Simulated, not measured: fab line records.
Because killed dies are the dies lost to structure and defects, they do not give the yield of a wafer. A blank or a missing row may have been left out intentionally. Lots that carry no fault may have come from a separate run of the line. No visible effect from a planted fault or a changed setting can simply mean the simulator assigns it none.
Split-lot study | flow n5Finfet | on a route of 1938 steps: 7 lots, 21 wafers read

## ON THE SPLIT
At N5_BEOL_M9_ETCH_62 (etches SOC in N2/H2, target depth 110 nm, overetch 22 nm, time 165 s), the setting timeS was moved away from the recipe's 165 s on 10 of the 21 wafers read, by -11.3% to +21.9%. For the rest of the wafers, this setting stayed at what the recipe calls for.

## FROM THE SPLIT TO THE READING: what the file shows between them, 2 steps
- N5_BEOL_M9_STRIP_68: strips in N2/H2
- N5_BEOL_M9_STRIP_67: strips in CF4

## THE READING
etch.depthNm (the simulator's own value, which no gauge read), in nm, at N5_BEOL_M9_HM_OPEN_17 (chemistry Cl2/BCl3, target TiN, target depth 20 nm, overetch 6 nm). There is no usual value for it anywhere in the file. Here, 11 wafers ran the recipe; their average is 20.13 nm with a standard deviation of 0.21 nm.

wafer  | tool, chamber at the split | timeS as run, s | against the recipe | etch.depthNm, nm | against lot-mates on the recipe
L076.2 | rieDiel-02, 3              | 201.1           | +21.9%             | 15.94            | -3.75
L076.4 | rieDiel-02, 2              | 165             | recipe             | 19.69            | -
L076.6 | rieDiel-02, 3              | 201.1           | +21.9%             | 16.08            | -3.61
L083.1 | rieDiel-02, 3              | 179.3           | +8.7%              | 18.43            | -1.88
L083.4 | rieDiel-02, 1              | 179.3           | +8.7%              | 18.28            | -2.03
L083.5 | rieDiel-02, 1              | 165             | recipe             | 20.31            | -
L085.1 | rieDiel-06, 2              | 165             | recipe             | 20.42            | -
L085.5 | rieDiel-06, 3              | 165             | recipe             | 20.16            | -
L085.6 | rieDiel-06, 0              | 165             | recipe             | 20.31            | -
L086.2 | rieDiel-02, 2              | 165             | recipe             | 19.86            | -
L086.3 | rieDiel-02, 0              | 179             | +8.5%              | 18.08            | -1.78
L086.6 | rieDiel-02, 3              | 179             | +8.5%              | 18.21            | -1.65
L089.2 | rieDiel-06, 3              | 146.3           | -11.3%             | 20.23            | +0.23
L089.4 | rieDiel-06, 0              | 146.3           | -11.3%             | 20.13            | +0.13
L089.6 | rieDiel-06, 2              | 165             | recipe             | 20               | -
L088.2 | rieDiel-02, 0              | 165             | recipe             | 20.16            | -
L088.3 | rieDiel-02, 2,3            | 187.7           | +13.8%             | 17.75            | -2.41
L088.4 | rieDiel-02, 2,3            | 187.7           | +13.8%             | 17.72            | -2.44
L096.1 | rieDiel-06, 1              | 165             | recipe             | 19.99            | -
L096.2 | rieDiel-06, 0,1            | 165             | recipe             | 20.31            | -
L096.6 | rieDiel-06, 0,1            | 165             | recipe             | 20.18            | -
Rows listing several chambers each stand for several wafers; the file does not say which wafer went through which chamber.

FIT RESULTS
A straight line over all 21 wafers: etch.depthNm changes by -0.148 nm for each +1% of timeS; r = -0.92; the points scatter about the line by 0.56 nm.
The same after taking each lot's own level away (the mean of its wafers on the recipe; 21 wafers): -0.14 nm for each +1%; r = -0.94; scatter 0.47 nm.
That fit puts the effect of the largest move of timeS on the reading at 3.1 nm.
Across the lots, their own levels run from 19.690 to 20.310 nm, a range of 2.9 times the standard deviation given above.
Hence the lot-to-lot level has little effect on the slope; both slopes agree.
Check: with one of the wafers moved furthest among these (+21.9%) left out of the fit, the line predicts -3.32 nm for it against its lot-mates. Against them it came out at -3.75 nm.

## THE WHOLE CHAIN: every reading that the file lists as answering this split, in the file's order
step                  | what it does                                                         | reading                                                                         | change (the file's fit)                | r (the file's)
N5_BEOL_M9_ETCH_62    | etches SOC in N2/H2, target depth 110 nm, overetch 22 nm, time 165 s | SiARC_of_BEOL_M9_COAT_60.thkNm (the simulator's own value, which no gauge read) | -0.0723 nm for each +1% of the setting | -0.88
N5_BEOL_M9_HM_OPEN_17 | chemistry Cl2/BCl3, target TiN, target depth 20 nm, overetch 6 nm    | etch.depthNm (the simulator's own value, which no gauge read)                   | -0.156 nm for each +1% of the setting  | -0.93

## THE FILE'S OWN FIT
etch.depthNm changes by -0.156 nm for each +1% of timeS, r = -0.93.
